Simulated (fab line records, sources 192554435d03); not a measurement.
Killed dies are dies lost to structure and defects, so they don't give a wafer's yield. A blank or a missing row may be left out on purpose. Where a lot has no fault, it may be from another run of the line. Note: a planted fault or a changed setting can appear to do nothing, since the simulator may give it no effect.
Split-lot experiment | flow n5-finfet | on a route of 1938 steps: 7 lots, 21 wafers read

ABOUT THE SPLIT
At N5_BEOL_M0_SAQP_PECVD_96 (deposits a-Si from SiH4/He, target thk 45 nm, time 45.2 s), the setting time-s was moved away from the recipe's 45.2 s on 5 of the 21 wafers read, by -11.9% to +4.2%. All remaining wafers had this setting at the recipe value.

FROM THE SPLIT TO THE READING: what the file shows between them, 16 steps
- N5_BEOL_M0_SAQP_HM_DEP_111: deposits SiO2 from SiH4/N2O, target thk 12 nm, time 7.2 s (also split here: time-s)
- N5_BEOL_M0_SAQP_COAT_81: time 60 s, resist thk 100 nm
- N5_BEOL_M0_SAQP_COAT_82: time 60 s, resist thk 30 nm
- N5_BEOL_M0_SAQP_ETCH_84: etches SOC in N2/H2, target depth 100 nm, overetch 20 nm, time 150 s
- N5_BEOL_M0_SAQP_STRIP_80: strips in N2/H2
- N5_BEOL_M0_SAQP_HM_OPEN_112: chemistry CHF3/O2, target SiO2, stops on a-Si, target depth 12 nm, time 13.5 s
- N5_BEOL_M0_SAQP_STRIP_113: strips in CHF3/O2
- N5_BEOL_M0_SAQP_MANDREL_ETCH_20: etches a-Si in HBr/Cl2, stops on SiNx, target depth 60 nm, bt time 10 s, time 30 s
- N5_BEOL_M0_SAQP_STRIP_86: strips in N2/H2
- N5_BEOL_M0_SAQP_STRIP_115: strips in post etch residue remover, time 60 s
- N5_BEOL_M0_SAQP_SPACER1_ALD_98: deposits SiO2, target thk 12.8 nm, pulse time 1 s, purge time 2 s (also split here: temp-c)
- N5_BEOL_M0_SAQP_SPACER1_ETCHBACK_99: etches SiO2 in CHF3/O2, target depth 15.4 nm, time 7.7 s
- N5_BEOL_M0_SAQP_MANDREL1_REMOVE_100: chemistry HBr/Cl2/O2, target a-Si, stops on SiNx, bt time 10 s
- N5_BEOL_M0_SAQP_ETCH_101: etches SiNx in CH3F/O2, target depth 29.9 nm, time 42.7 s
- N5_BEOL_M0_SAQP_ETCH_102: etches SiO2 in CF4, target depth 4 nm, time 4.4 s
- N5_BEOL_M0_SAQP_MANDREL_ETCH_103: etches a-Si in HBr/Cl2, stops on SiCN, target depth 45 nm, bt time 10 s, time 27 s

THE READING
a-Si_of_BEOL_M0_SAQP_PECVD_96.thk-nm (the simulator's own value, which no gauge read), in nm, at N5_BEOL_M0_SAQP_ETCH_107 (etches SiNx in CH3F/O2, target depth 30 nm). There is no usual value for it anywhere in the file. Average 44.1 nm, standard deviation 0.79 nm, over the 16 wafers here run with the recipe.

wafer  | tool, chamber at the split | time-s as run, s | against the recipe | a-Si_of_BEOL_M0_SAQP_PECVD_96.thk-nm, nm | against lot-mates on the recipe
L076.2 | pecvd-04, 0                | 45.2             | recipe             | 45                                       | -
L076.4 | pecvd-04, 1                | 45.2             | recipe             | 44.2                                     | -
L076.6 | pecvd-04, 0                | 45.2             | recipe             | 45                                       | -
L082.1 | pecvd-04, 1                | 42.47            | -6.0%              | 40.8                                     | -4.0
L082.2 | pecvd-04, 2                | 45.2             | recipe             | 44                                       | -
L082.4 | pecvd-04, 0                | 45.2             | recipe             | 45.6                                     | -
L085.2 | pecvd-02, 2                | 39.8             | -11.9%             | 38.6                                     | -5.8
L085.3 | pecvd-02, 1                | 45.2             | recipe             | 44.4                                     | -
L085.5 | pecvd-02, 2                | 39.8             | -11.9%             | 39.4                                     | -5.0
L090.1 | pecvd-02, 0                | 45.2             | recipe             | 44.2                                     | -
L090.2 | pecvd-02, 1                | 45.2             | recipe             | 43.2                                     | -
L090.6 | pecvd-02, 0                | 45.2             | recipe             | 44.4                                     | -
L091.1 | pecvd-04, 1                | 45.2             | recipe             | 42.2                                     | -
L091.4 | pecvd-04, 1                | 45.2             | recipe             | 43.4                                     | -
L091.5 | pecvd-04, 0                | 45.2             | recipe             | 43.8                                     | -
L095.4 | pecvd-04, 1                | 45.2             | recipe             | 43.4                                     | -
L095.5 | pecvd-04, 0                | 47.1             | +4.2%              | 46.2                                     | +2.8
L095.6 | pecvd-04, 2                | 47.1             | +4.2%              | 45.8                                     | +2.4
L096.3 | pecvd-01, 0                | 45.2             | recipe             | 44.2                                     | -
L096.5 | pecvd-01, 2                | 45.2             | recipe             | 44.4                                     | -
L096.6 | pecvd-01, 1                | 45.2             | recipe             | 44.6                                     | -

THE FIT
A straight line over all 21 wafers: a-Si_of_BEOL_M0_SAQP_PECVD_96.thk-nm changes by +0.442 nm for each +1% of time-s; r = +0.93; the points scatter about the line by 0.75 nm.
The same after taking each lot's own level away (the mean of its wafers on the recipe; 21 wafers): +0.493 nm for each +1%; r = +0.96; scatter 0.58 nm.
According to that fit, moving time-s by its largest amount changes the reading by 5.9 nm.
The span of the lots' own levels, 43.13 to 44.80 nm, comes to 2.1 times the standard deviation stated above.
So the slope is not independent of the lot-to-lot level: the two fits are not the same.
Check: for one of the wafers moved furthest among these (-11.9%), held out of the fit, the line's prediction against its lot-mates is -5.87 nm. Against them it came out at -5.8 nm.

THE OTHER SPLITS THESE WAFERS WENT THROUGH
Other splits were also applied to these wafers ahead of the reading. Each is held against what the fit with the lots' levels taken away leaves over:
other split on the same wafers        | wafers away from the commonest value | r with a-Si_of_BEOL_M0_SAQP_PECVD_96.thk-nm (lot level and that fit taken away)
N5_MOL_CONTACT_COAG_ALD_27 time-s     | 5                                    | -0.23
N5_BEOL_M0_SAQP_HM_DEP_111 time-s     | 6                                    | +0.24
N5_BEOL_M0_SAQP_SPACER1_ALD_98 temp-c | 8                                    | -0.23

THE WHOLE CHAIN: every reading that the file lists as answering this split, in the file's order
step                             | what it does                                                                       | reading                                                                               | change (the file's fit)               | r (the file's)
N5_BEOL_M0_SAQP_PECVD_96         | deposits a-Si from SiH4/He, target thk 45 nm, time 45.2 s                          | a-Si_of_BEOL_M0_SAQP_PECVD_96.thk-nm (the simulator's own value, which no gauge read) | +0.503 nm for each +1% of the setting | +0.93
N5_BEOL_M0_SAQP_MANDREL_ETCH_103 | etches a-Si in HBr/Cl2, stops on SiCN, target depth 45 nm, bt time 10 s, time 27 s | etch.depth-nm (the simulator's own value, which no gauge read)                        | +0.511 nm for each +1% of the setting | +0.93
N5_BEOL_M0_SAQP_ETCH_107         | etches SiNx in CH3F/O2, target depth 30 nm                                         | a-Si_of_BEOL_M0_SAQP_PECVD_96.thk-nm (the simulator's own value, which no gauge read) | +0.506 nm for each +1% of the setting | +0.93

THE FILE'S OWN FIT
a-Si_of_BEOL_M0_SAQP_PECVD_96.thk-nm changes by +0.506 nm for each +1% of time-s, r = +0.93.
